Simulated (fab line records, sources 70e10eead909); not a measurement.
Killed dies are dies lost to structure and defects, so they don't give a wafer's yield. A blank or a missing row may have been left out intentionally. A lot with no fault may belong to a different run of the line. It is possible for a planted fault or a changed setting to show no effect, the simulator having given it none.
Comparing a struck lot with a sound one + flow nand-harc + 13 out of 1159 route steps
Sound: the wafers L514.2, L514.4, L514.5. Struck: wafer L524.5. (L524.1, L524.4 of the same lot were not struck and are left out.) The cause comes at the end.
Per side, at each step with rows, come the tool, then ch with its chambers, and then its first start. Under that, the readings that differ: sound wafers + struck wafers + difference of the means + sigmas: that difference in standard deviations of wafers without a fault.
alike: same words and numbers on both sides, and readings whose means sit less than 2 such deviations apart. not compared: any withheld reading, any reading some wafer has no value for, any bound like >300 that may hide the same value, and any number with overlapping values for which the record gives no deviation.
Wherever a step has rows on one side only, a row that says differs or no value, or a row with sigmas, the two part there. Numbers that don't overlap but have no deviation are shown without sigmas and don't part them. Lack of a reading on every wafer of one side parts them only where that side has two or more wafers.

first, 3 steps without rows for these wafers: NHARC_A_STAIRCASE_PEB_215 (peb time 130 s); NHARC_A_STAIRCASE_DEVELOP_216 (time 140 s); NHARC_A_STAIRCASE_HARDBAKE_218 (time 140 s).
NHARC_A_STAIRCASE_DESCUM_219: chemistry O2, time 3 s.
  sound on rie-diel-07 ch 0,1,2, day 11 18:55; struck on rie-diel-02 ch 3, day 14 08:11
| reading                         | sound             | struck | difference | sigmas |
|---------------------------------|-------------------|--------|------------|--------|
| oes-product-au (a.u.)           | 0.999 1.002 1.005 | 0.986  | -0.016     | -2     |
| rf-vpp-V (V)                    | 58.9 58.7 59.2    | 55.9   | -3.0       | -3     |
| showerhead-plenum-p-Torr (Torr) | 1.95 2.07 1.93    | 1.77   | -0.21      | -2     |
  alike: drypump-motor-current-A, throttle-valve-pct
  not compared: rf-hours-counter-h
then, 1 step without rows for these wafers: NHARC_A_STAIRCASE_TRIM_220 (chemistry O2, time 211.2 s).
NHARC_A_STAIRCASE_ETCH_221: etches the open film in C4F8/O2, target depth 100 nm, time 40.5 s.
  sound: rie-diel-07 ch 0,1,2; struck: rie-diel-02 ch 1
  alike: bias-w, oes-product-au, rf-vpp-V
  not compared: rf-hours-counter-h
NHARC_A_STAIRCASE_TRIM_222: chemistry O2, time 211.2 s.
  sound: rie-diel-07 ch 1,2,3; struck: rie-diel-02 ch 1
  alike: drypump-motor-current-A, oes-product-au, rf-vpp-V, showerhead-plenum-p-Torr, throttle-valve-pct
  not compared: rf-hours-counter-h
then, 1 step without rows for these wafers: NHARC_A_STAIRCASE_ETCH_223 (etches the open film in C4F8/O2, target depth 100 nm, time 40.5 s).
NHARC_A_STAIRCASE_TRIM_224: chemistry O2, time 211.2 s.
  sound: rie-diel-07 ch 2,3; struck: rie-diel-02 ch 1
  alike: drypump-motor-current-A, oes-product-au, rf-vpp-V, showerhead-plenum-p-Torr, throttle-valve-pct
  not compared: rf-hours-counter-h
then, 1 step without rows for these wafers: NHARC_A_STAIRCASE_ETCH_225 (etches the open film in C4F8/O2, target depth 100 nm, time 40.5 s).
NHARC_A_STAIRCASE_TRIM_226: chemistry O2, time 211.2 s.
  sound: rie-diel-07 ch 0,1; struck: rie-diel-02 ch 2
| reading                     | sound       | struck | difference | sigmas |
|-----------------------------|-------------|--------|------------|--------|
| drypump-motor-current-A (A) | 4.8 4.8 4.8 | 6.3    | +1.5       | +2     |
  alike: oes-product-au, rf-vpp-V, showerhead-plenum-p-Torr, throttle-valve-pct
  not compared: rf-hours-counter-h
NHARC_A_STAIRCASE_ETCH_227: etches the open film in C4F8/O2, target depth 100 nm, time 40.5 s.
  sound on rie-diel-07 ch 0,1,2, day 11 22:41; struck on rie-diel-02 ch 0, day 14 09:14
| reading               | sound             | struck | difference | sigmas |
|-----------------------|-------------------|--------|------------|--------|
| oes-product-au (a.u.) | 0.931 0.927 0.924 | 1.093  | +0.166     | +17    |
  alike: bias-w, rf-vpp-V
  not compared: rf-hours-counter-h
-- record jumps: 8 days between struck wafers' starts before vs after; left off in module A_STAIRCASE, resumes in module END, first step shown is number 1159 of the route --
NHARC_END_SORT_01:
  sound on prober-01 ch 0, day 19 20:31; struck on prober-01 ch 0, day 22 19:08
| reading         | sound    | struck                   | difference                   | sigmas |
|-----------------|----------|--------------------------|------------------------------|--------|
| hold            | - - -    | await-dispo/2.6h/release | no value on the sound wafers |        |
| killed-at-array | 16 14 12 | 674                      | +660                         | +67    |
| killed-dies     | 18 16 17 | 676                      | +659                         | +67    |
  alike: killed-at-other, killed-at-periphery, killed-open, killed-short

== WHERE THEY PART ==
First at NHARC_A_STAIRCASE_DESCUM_219; last, within this record, at NHARC_END_SORT_01.

WHY: what had been put in by the simulator
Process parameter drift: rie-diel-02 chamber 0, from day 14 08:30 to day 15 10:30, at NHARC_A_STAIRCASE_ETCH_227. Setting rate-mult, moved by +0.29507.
